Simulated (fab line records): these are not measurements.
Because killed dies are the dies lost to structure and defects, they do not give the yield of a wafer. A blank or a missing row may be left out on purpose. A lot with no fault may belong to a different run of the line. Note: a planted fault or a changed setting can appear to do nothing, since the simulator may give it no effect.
Which tool did it?	flow n5-finfet	14 lots with 42 wafers sampled at 4 steps, on a route of 1938 steps

== WHAT THE GAUGES READ, wafer by wafer ==
The record holds no reading of a measuring or inspecting step that can be judged against a usual standard deviation.

== WHAT TOOL EACH LOT RAN ON (gives the tool, then ch and the chambers of the sampled wafers, and finally the start) ==
lot	N5_BEOL_M2_PRE_CLEAN_60	N5_BEOL_M2_CO_CAP_55	N5_BEOL_M3_PEB_09	N5_BEOL_M3_ETCH_74
L582	cvd-co-02 ch 0,1,2, day 7 00:40	cvd-co-02 ch 0,1,2, day 7 00:43	litho-track-01 ch 0, day 7 02:16	rie-diel-05 ch 0,2,3, day 7 02:30
L583	cvd-co-02 ch 0,2, day 7 05:36	cvd-co-02 ch 0,2, day 7 05:38	litho-track-03 ch 0, day 7 06:35	rie-diel-04 ch 1,2, day 7 07:05
L584	cvd-co-01 ch 0,2, day 7 08:47	cvd-co-01 ch 0,2, day 7 08:50	litho-track-03 ch 0, day 7 11:36	rie-diel-01 ch 1,2,3, day 7 12:02
L585	cvd-co-02 ch 0,1,2, day 7 12:11	cvd-co-02 ch 0,1,2, day 7 12:14	litho-track-01 ch 0, day 7 13:56	rie-diel-01 ch 0,1,2, day 7 14:10
L587	cvd-co-02 ch 1,2, day 9 01:21	cvd-co-02 ch 1,2, day 9 01:23	litho-track-03 ch 0, day 9 06:19	rie-diel-04 ch 1,2, day 9 06:33
L590	cvd-co-02 ch 1,2, day 9 11:16	cvd-co-02 ch 1,2, day 9 11:19	litho-track-04 ch 0, day 9 14:01	rie-diel-04 ch 0,1,2, day 9 14:14
L595	cvd-co-01 ch 1,2, day 10 00:58	cvd-co-01 ch 1,2, day 10 01:00	litho-track-01, day 10 02:04	rie-diel-05 ch 0,2,3, day 10 02:22
L594	cvd-co-01 ch 0,2, day 10 02:46	cvd-co-01 ch 0,2, day 10 02:48	litho-track-01, day 10 04:10	rie-diel-01 ch 1,2,3, day 10 04:23
L597	cvd-co-02 ch 0,2, day 11 02:05	cvd-co-02 ch 0,2, day 11 02:08	litho-track-04 ch 0, day 11 04:15	rie-diel-01 ch 0,3, day 11 04:28
L600	cvd-co-02 ch 0,1,2, day 11 13:35	cvd-co-02 ch 0,1,2, day 11 13:38	litho-track-03 ch 0, day 11 18:11	rie-diel-04 ch 0,2,3, day 11 18:29
L599	cvd-co-01 ch 0,1,2, day 11 21:43	cvd-co-01 ch 0,1,2, day 11 21:46	litho-track-01 ch 0, day 11 23:02	rie-diel-05 ch 1,2,3, day 11 23:16
L603	cvd-co-02 ch 0,2, day 12 13:53	cvd-co-02 ch 0,2, day 12 13:55	litho-track-01 ch 0, day 12 14:41	rie-diel-04 ch 0,2,3, day 12 15:14
L605	cvd-co-01 ch 0,1, day 12 17:50	cvd-co-01 ch 0,1, day 12 17:53	litho-track-03 ch 0, day 12 18:49	rie-diel-04 ch 0,2,3, day 12 19:03
L604	cvd-co-02 ch 0,2, day 13 00:07	cvd-co-02 ch 0,2, day 13 00:09	litho-track-01 ch 0, day 13 01:59	rie-diel-04 ch 0,1,2, day 13 02:13
- N5_BEOL_M2_PRE_CLEAN_60: time 15 s.
- N5_BEOL_M2_CO_CAP_55: material Co, precursor CCTBA/H2, target thk 2 nm, time 102.1 s.
- N5_BEOL_M3_PEB_09: peb time 60 s.
- N5_BEOL_M3_ETCH_74: etches underlayer in N2/H2, target depth 6.5 nm, time 5.2 s.

== AS READ BY THE TOOLS THEMSELVES (means over the sampled wafers that have a number; for cases with no such wafer, the mark the record gives instead) ==
N5_BEOL_M2_PRE_CLEAN_60.
lot	tool	heater-power-w (W)
L582	cvd-co-02	94
L583	cvd-co-02	96
L584	cvd-co-01	74
L585	cvd-co-02	94
L587	cvd-co-02	78
L590	cvd-co-02	87
L595	cvd-co-01	75
L594	cvd-co-01	72
L597	cvd-co-02	96
L600	cvd-co-02	93
L599	cvd-co-01	76
L603	cvd-co-02	97
L605	cvd-co-01	79
L604	cvd-co-02	82

N5_BEOL_M2_CO_CAP_55.
lot	tool	heater-power-w (W)
L582	cvd-co-02	243
L583	cvd-co-02	250
L584	cvd-co-01	221
L585	cvd-co-02	243
L587	cvd-co-02	226
L590	cvd-co-02	239
L595	cvd-co-01	224
L594	cvd-co-01	223
L597	cvd-co-02	251
L600	cvd-co-02	243
L599	cvd-co-01	224
L603	cvd-co-02	257
L605	cvd-co-01	233
L604	cvd-co-02	232

N5_BEOL_M3_PEB_09.
lot	tool	chill-plate-temp-C (C)	exhaust-pa (Pa)
L582	litho-track-01	22.98	44.9
L583	litho-track-03	22.94	45.0
L584	litho-track-03	23.06	45.3
L585	litho-track-01	22.83	46.2
L587	litho-track-03	22.98	46.2
L590	litho-track-04	22.98	44.2
L595	litho-track-01	-	-
L594	litho-track-01	-	-
L597	litho-track-04	23.13	45.3
L600	litho-track-03	23.05	45.4
L599	litho-track-01	22.99	44.8
L603	litho-track-01	22.94	46.2
L605	litho-track-03	23.01	44.7
L604	litho-track-01	23.08	45.0

N5_BEOL_M3_ETCH_74.
lot	tool	drypump-motor-current-A (A)	etch-rf-on-time-s (s)	oes-product-au (a.u.)	rf-vpp-V (V)	showerhead-plenum-p-Torr (Torr)	throttle-valve-pct (%)
L582	rie-diel-05	5.6	5.35	0.65	525.9	2.58	17.80
L583	rie-diel-04	6.3	4.98	0.67	524.2	2.57	17.76
L584	rie-diel-01	5.5	5.21	0.62	521.3	2.50	17.95
L585	rie-diel-01	5.4	5.20	0.65	524.7	2.54	17.92
L587	rie-diel-04	6.2	5.04	0.70	523.7	2.53	17.56
L590	rie-diel-04	6.0	5.15	0.65	525.7	2.57	17.80
L595	rie-diel-05	5.6	5.38	0.64	524.3	2.57	17.83
L594	rie-diel-01	5.5	5.29	0.60	523.1	2.49	17.97
L597	rie-diel-01	5.6	5.25	0.64	521.3	2.47	17.75
L600	rie-diel-04	5.9	5.20	0.77	524.9	2.57	17.57
L599	rie-diel-05	5.6	5.35	0.59	522.6	2.52	17.83
L603	rie-diel-04	5.9	5.13	0.75	523.0	2.56	17.60
L605	rie-diel-04	5.9	5.16	0.76	524.6	2.56	17.60
L604	rie-diel-04	6.1	5.02	0.79	523.9	2.56	17.56

== THE ANSWER, worked out from the rows above alone ==
Rule: the lots themselves supply what counts as usual. The widest of any qualifying gaps counts: lots, ordered by their means at a reading, are off when they make up no more than a third of the lots, leave a main group of 4 or more, and stand apart from it by 3 or more times the standard deviation of that group's means. If all means in a main group match to the digits the tables above print for the reading, that group is not used. Also off: a lot with no number at a reading for which 4 or more lots have one. All remaining lots with rows at the step are treated as sound. After the gauges, taken in route order, come the tools' own readings; for these a lot's mean is taken, as printed above. At the first step where some lot is off, the reading lying furthest off is the one used; lots without a number count as furthest.
Off: L595, L594, at N5_BEOL_M3_PEB_09 (chill-plate-temp-C). Without a number there: L595, L594. For the main group the mean is 23.00 C and the standard deviation 0.075.
A tool fits if, at that step or a process step before it, it ran every lot that is off, and no sound lot after the first of them. Not one of the candidates tried fits.

== WHAT THE SIMULATOR HAD INSERTED ==
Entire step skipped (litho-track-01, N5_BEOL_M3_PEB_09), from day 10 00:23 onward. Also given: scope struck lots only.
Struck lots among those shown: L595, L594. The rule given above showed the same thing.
